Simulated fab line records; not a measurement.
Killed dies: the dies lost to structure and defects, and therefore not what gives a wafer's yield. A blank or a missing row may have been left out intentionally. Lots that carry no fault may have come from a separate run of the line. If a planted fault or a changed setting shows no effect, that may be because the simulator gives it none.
The same fault as seen by 2 desks | flow n5 finfet | what lay behind the numbers comes last; until then each desk has only its own

== THE TOOL OWNER'S DESK: rie diel-05 ==
The tool's own readings at N5_BEOL_M2_TRENCH_ETCH_37 (etches SiOC in C4F6/O2, target depth 55.555 nm, time 29.2 s): means of the sampled wafers that have a number, for each lot that ran on this tool. A lot is out of limits, marked OUT, if its mean lies more than 4 standard deviations from the usual mean; the brackets give that distance.
Columns: A = C4F6_flow_sccm at N5_BEOL_M2_TRENCH_ETCH_37, usual 9.994 sccm; B = drypump motor current A at N5_BEOL_M2_TRENCH_ETCH_37, usual 5.7 A; C = oes product au at N5_BEOL_M2_TRENCH_ETCH_37, usual 0.81 a.u.; D = rf vpp V at N5_BEOL_M2_TRENCH_ETCH_37, usual 676 V; E = showerhead plenum p Torr at N5_BEOL_M2_TRENCH_ETCH_37, usual 2.86 Torr; F = throttle valve pct at N5_BEOL_M2_TRENCH_ETCH_37, usual 20.9 %
lot  | first seen here | A      | B   | C    | D   | E    | F
L244 | day 7 02:20     | 9.992  | 5.1 | 0.82 | 665 | 2.81 | 20.5
L249 | day 8 10:52     | 10.025 | 5.3 | 0.77 | 675 | 2.77 | 21.0
L254 | day 9 21:11     | 10.018 | 6.4 | 1.07 | 688 | 2.90 | 20.8
L259 | day 10 20:32    | 9.971  | 5.8 | 1.21 | 683 | 2.95 | 20.9
This desk's finding: nothing out of limits on any of the 4 lots.

== AT THE METROLOGY DESK ==
Means of the sampled wafers that have a number, per lot and without regard to the tool the lot ran on: this is what the gauges read. A lot is out of limits, marked OUT, if its mean lies more than 4 standard deviations from the usual mean; the brackets give that distance. 7 of its 15 readings are shown: the first one out of limits and those lying furthest out on some lot.
Columns: A = trench depth nm at N5_BEOL_M2_OCD_MEAS_38, usual 56.0 nm; B = M2_THK at N5_BEOL_M2_THK_MEAS_53, usual 40.7 nm; C = M2_RS at N5_BEOL_M2_RS_MEAS_58, usual 0.66 ohm/sq; D = ION_N at N5_BEOL_M4_RC_MEAS_101, usual 680 uA/um; E = SERP_M2 at N5_BEOL_M4_RC_MEAS_101, usual 199 ohm/um; F = SERP_M2_max_site at N5_BEOL_M4_RC_MEAS_101, usual 212 ohm/um; G = VT_P at N5_BEOL_M4_RC_MEAS_101, usual -249 mV
lot  | first seen here | A              | B               | C               | D   | E              | F              | G
L244 | day 7 02:29     | 56.1           | 40.1            | 0.68            | 701 | 183            | 195            | -243
L249 | day 8 11:01     | 56.4           | 40.1            | 0.67            | 671 | 196            | 207            | -248
L254 | day 9 21:21     | 72.0 (+17) OUT | 55.7 (+9.4) OUT | 0.49 (-5.2) OUT | 689 | 153            | 161            | -249
L259 | day 10 20:42    | 86.7 (+32) OUT | 70.2 (+18) OUT  | 0.34 (-9.7) OUT | 678 | 120 (-4.4) OUT | 128 (-4.2) OUT | -247
L261 | day 11 19:48    | 56.1           | 40.2            | 0.67            | 682 | 199            | 207            | -250
L263 | day 12 02:35    | 56.0           | 42.6            | 0.63            | 692 | 185            | 195            | -250
L264 | day 12 11:52    | 56.3           | 41.1            | 0.65            | 676 | 199            | 215            | -252
This desk's finding: out of limits on L254, L259; first on L254, day 9 21:21 (trench depth nm at N5_BEOL_M2_OCD_MEAS_38). Within limits: L244, L249, L261, L263, L264.

== TAKEN TOGETHER ==
At day 9 21:21 the metrology desk could have sounded an alarm, on L254, L259.
Nothing out of limits was seen by the tool owner's desk.
Tool owner's desk: L254, L259 on record, inside its limits.
N5_BEOL_M2_TRENCH_ETCH_37 was run on rie diel-05 by each of the lots named.

== WHAT THE SIMULATOR HAD PUT IN ==
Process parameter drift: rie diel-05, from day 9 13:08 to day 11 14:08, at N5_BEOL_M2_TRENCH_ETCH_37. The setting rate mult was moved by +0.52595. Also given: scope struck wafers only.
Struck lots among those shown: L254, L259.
Per desk, hours elapsed from the start of the fault to the first reading out of limits: for the metrology desk, 8.
